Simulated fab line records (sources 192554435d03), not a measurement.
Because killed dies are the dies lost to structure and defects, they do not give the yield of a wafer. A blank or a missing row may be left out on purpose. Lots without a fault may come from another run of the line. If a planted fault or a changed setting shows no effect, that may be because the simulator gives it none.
What tool caused it? -- flow n5Finfet -- Sampling: 10 lots, 30 wafers, 4 of 1938 route steps

## WHAT THE GAUGES READ, wafer by wafer
N5_BEOL_M12_OVL_MEAS_29.
lot,measured,on,M12_OVL (nm)
L359,day 11 10:08,overlay-02,6 3 0
L360,day 11 14:48,overlay-02,-3 -4 2
L363,day 12 12:59,overlay-02,-1 -6 -6
L366,day 13 06:44,overlay-02,-11 -9 -9
L369,day 13 18:49,overlay-01,4 7 5
L377,day 15 21:37,overlay-02,30 27 33
L378,day 15 22:15,overlay-01,27 30 38
L379,day 16 06:26,overlay-01,30 31 27
L380,day 16 15:59,overlay-01,4 -8 -6
L381,day 17 14:47,overlay-01,0 -6 -8

## TOOL THAT RAN EACH LOT (tool first, then ch and the chambers of the sampled wafers, then the start)
lot,N5_BEOL_M12_DESCUM_15,N5_BEOL_M12_ETCH_59,N5_BEOL_M12_EXPOSE_25
L359,"rieDiel-01 ch 1,2,3, day 11 09:17","rieDiel-01 ch 1,2,3, day 11 09:19","krfScanner-01 ch 0, day 11 09:56"
L360,"rieDiel-01 ch 0,3, day 11 13:57","rieDiel-01 ch 0,3, day 11 13:59","krfScanner-02 ch 0, day 11 14:37"
L363,"rieDiel-03 ch 0,1,2, day 12 12:01","rieDiel-03 ch 0,1,2, day 12 12:03","krfScanner-02 ch 0, day 12 12:47"
L366,"rieDiel-05 ch 0,2,3, day 13 05:43","rieDiel-05 ch 0,2,3, day 13 05:45","krfScanner-02 ch 0, day 13 06:32"
L369,"rieDiel-01 ch 0,1, day 13 17:57","rieDiel-01 ch 0,1, day 13 17:59","krfScanner-02 ch 0, day 13 18:37"
L377,"rieDiel-05 ch 1,2, day 15 20:43","rieDiel-05 ch 1,2, day 15 20:45","krfScanner-02 ch 0, day 15 21:25"
L378,"rieDiel-03 ch 1,2, day 15 21:20","rieDiel-03 ch 1,2, day 15 21:23","krfScanner-02 ch 0, day 15 22:03"
L379,"rieDiel-05 ch 1,2, day 16 05:35","rieDiel-05 ch 1,2, day 16 05:37","krfScanner-02 ch 0, day 16 06:15"
L380,"rieDiel-03 ch 0,1, day 16 15:00","rieDiel-03 ch 0,1, day 16 15:02","krfScanner-01 ch 0, day 16 15:46"
L381,"rieDiel-05 ch 0,1,2, day 17 13:43","rieDiel-05 ch 0,1,2, day 17 13:45","krfScanner-01 ch 0, day 17 14:35"
- N5_BEOL_M12_DESCUM_15: chemistry O2, time 7.9 s.
- N5_BEOL_M12_ETCH_59: etches BARC in N2/H2, target depth 89 nm, overetch 26.7 nm, time 67.9 s.
- N5_BEOL_M12_EXPOSE_25: exposes mask M12.

## THE ANSWER, worked out from the rows above alone
Rule: usual is defined by the lots themselves. Put in order of their means at a reading, lots are off if they are a third of the lots or fewer, leave a main group of 4 or more, and stand apart from it by a gap of 3 or more times the standard deviation of the main group's means; of several such gaps the widest counts. If all means in a main group match to the digits the tables above print for the reading, that group is not used. Also off: a lot with no number at a reading for which 4 or more lots have one. The other lots that the step has rows for count as sound.
Off: L377, L378, L379, seen at N5_BEOL_M12_OVL_MEAS_29 (M12_OVL). Mean -2 nm and standard deviation 4.7 in the main group.
A tool fits if, at a process step before that reading, it ran every lot that is off, and no sound lot after the first of them. Gauges at N5_BEOL_M12_OVL_MEAS_29: tried the same way as those tools. One fits: krfScanner-02 at N5_BEOL_M12_EXPOSE_25. A fault onset in the window from L369 (day 13 18:37, its last sound lot) to L377 (day 15 21:25, its first lot off) fits.

## WHAT THE SIMULATOR HAD PUT IN
Scanner matching overlay: krfScanner-02, from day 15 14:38 on, at N5_BEOL_M12_EXPOSE_25. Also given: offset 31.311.
Shown lots that were struck: L377, L378, L379. The rule above found the same.
